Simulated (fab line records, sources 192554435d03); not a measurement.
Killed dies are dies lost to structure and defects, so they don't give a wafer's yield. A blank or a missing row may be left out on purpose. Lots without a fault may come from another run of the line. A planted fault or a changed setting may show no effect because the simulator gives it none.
Which tool did it? | flow n5_finfet | 24 lots, 72 wafers sampled, at 2 steps of a route of 1938

WHAT THE GAUGES READ, wafer by wafer
N5_BEOL_M7_CD_MEAS_18: pitch 80 nm, target cd 40 nm. Usual: cd_nm 40.0 nm, standard deviation 0.5.
lot  | measured     | on        | cd_nm (nm)     | flag
L074 | day 8 20:01  | cd_sem-03 | 40.6 40.4 40.5 |
L075 | day 9 05:41  | cd_sem-02 | 40.1 39.9 39.4 |
L076 | day 9 14:56  | cd_sem-02 | 40.4 40.2 40.1 |
L077 | day 10 01:06 | cd_sem-01 | 39.7 40.0 39.6 |
L079 | day 10 12:32 | cd_sem-03 | 40.2 40.0 40.5 |
L080 | day 10 18:32 | cd_sem-02 | 40.5 40.6 40.0 |
L078 | day 10 18:47 | cd_sem-01 | 40.1 40.4 39.9 |
L081 | day 10 21:58 | cd_sem-01 | 38.9 40.1 39.6 |
L082 | day 11 01:30 | cd_sem-02 | 38.7 40.2 40.0 |
L085 | day 11 17:39 | cd_sem-01 | 40.5 40.2 40.6 |
L084 | day 11 22:46 | cd_sem-02 | 39.8 39.5 39.7 |
L083 | day 11 23:40 | cd_sem-03 | 40.6 40.5 40.9 |
L087 | day 12 06:02 | cd_sem-03 | 40.8 40.1 40.4 |
L086 | day 12 08:59 | cd_sem-01 | 40.6 40.1 40.4 |
L088 | day 12 22:01 | cd_sem-01 | 40.1 39.4 40.5 |
L090 | day 12 22:18 | cd_sem-01 | 39.3 39.7 39.0 |
L091 | day 13 07:00 | cd_sem-03 | 40.6 40.2 40.5 |
L089 | day 13 16:53 | cd_sem-03 | 39.3 40.0 40.1 |
L092 | day 13 19:41 | cd_sem-01 | 40.0 39.7 40.1 |
L093 | day 14 01:29 | cd_sem-01 | 39.5 40.3 39.7 |
L094 | day 14 04:46 | cd_sem-01 | 39.9 39.9 39.9 |
L095 | day 14 15:50 | cd_sem-02 | 39.0 39.7 39.2 |
L096 | day 14 21:08 | cd_sem-03 | 40.1 39.6 40.3 |
L097 | day 15 05:51 | cd_sem-01 | 39.9 39.3 39.4 |

N5_BEOL_M7_RS_MEAS_57: measures by four-point-probe. Usual: M7_RS 0.285 ohm/sq, standard deviation 0.0061.
lot  | measured     | on            | M7_RS (ohm/sq)    | flag
L074 | day 9 00:52  | film_metro-02 | 0.293 0.286 0.278 |
L075 | day 9 10:27  | film_metro-02 | 0.278 0.275 0.279 |
L076 | day 9 21:06  | film_metro-01 | 0.290 0.283 0.290 |
L077 | day 10 07:06 | film_metro-02 | 0.282 0.293 0.294 |
L079 | day 10 19:29 | film_metro-01 | 0.282 0.283 0.289 |
L080 | day 10 22:45 | film_metro-01 | 0.286 0.286 0.288 |
L078 | day 10 23:01 | film_metro-02 | 0.285 0.288 0.284 |
L081 | day 11 03:07 | film_metro-02 | 0.279 0.286 0.280 |
L082 | day 11 08:28 | film_metro-02 | 0.287 0.287 0.287 |
L085 | day 11 22:16 | film_metro-02 | 0.287 0.283 0.296 |
L084 | day 12 05:16 | film_metro-01 | 0.274 0.286 0.280 |
L083 | day 12 04:47 | film_metro-01 | 0.276 0.296 0.285 |
L087 | day 12 10:31 | film_metro-01 | 0.284 0.282 0.290 |
L086 | day 12 12:57 | film_metro-02 | 0.295 0.285 0.292 |
L088 | day 13 05:59 | film_metro-02 | 0.283 0.286 0.278 |
L090 | day 13 04:32 | film_metro-01 | 0.294 0.283 0.284 |
L091 | day 13 11:50 | film_metro-01 | 0.303 0.285 0.296 |
L089 | day 13 22:13 | film_metro-01 | 0.287 0.294 0.295 |
L092 | day 14 00:31 | film_metro-01 | 0.283 0.281 0.284 |
L093 | day 14 04:53 | film_metro-02 | 0.279 0.284 0.289 |
L094 | day 14 12:19 | film_metro-01 | 0.285 0.283 0.286 |
L095 | day 14 21:45 | film_metro-01 | 0.282 0.270 0.282 |
L096 | day 15 02:40 | film_metro-01 | 0.287 0.285 0.290 |
L097 | day 15 10:14 | film_metro-02 | 0.276 0.274 0.280 |

WHICH TOOL RAN EACH LOT (tool, then ch and the chambers of the sampled wafers, then the start)
The record holds no process step before these readings.

WHAT THE TOOLS THEMSELVES READ (means of the sampled wafers that have a number; where no wafer has one, the mark that the record gives instead)
The record holds no such reading with a usual standard deviation.

THE ANSWER, worked out from the rows above alone
Rule: a lot is off if the mean of its wafers that have a number lies more than 3 standard deviations from the usual mean. A lot without any number at a reading at which 4 lots or more have one is off too. The other lots that the step has rows for count as sound. The gauges are gone through in route order, then the tools' own readings, and for those a lot's mean is taken as printed above. The first step at which some lot is off is used, and at that step the reading that is off furthest; a lot without a number counts as furthest.
No lot is off at any reading shown: from this, nothing can be told.

WHAT THE SIMULATOR HAD PUT IN
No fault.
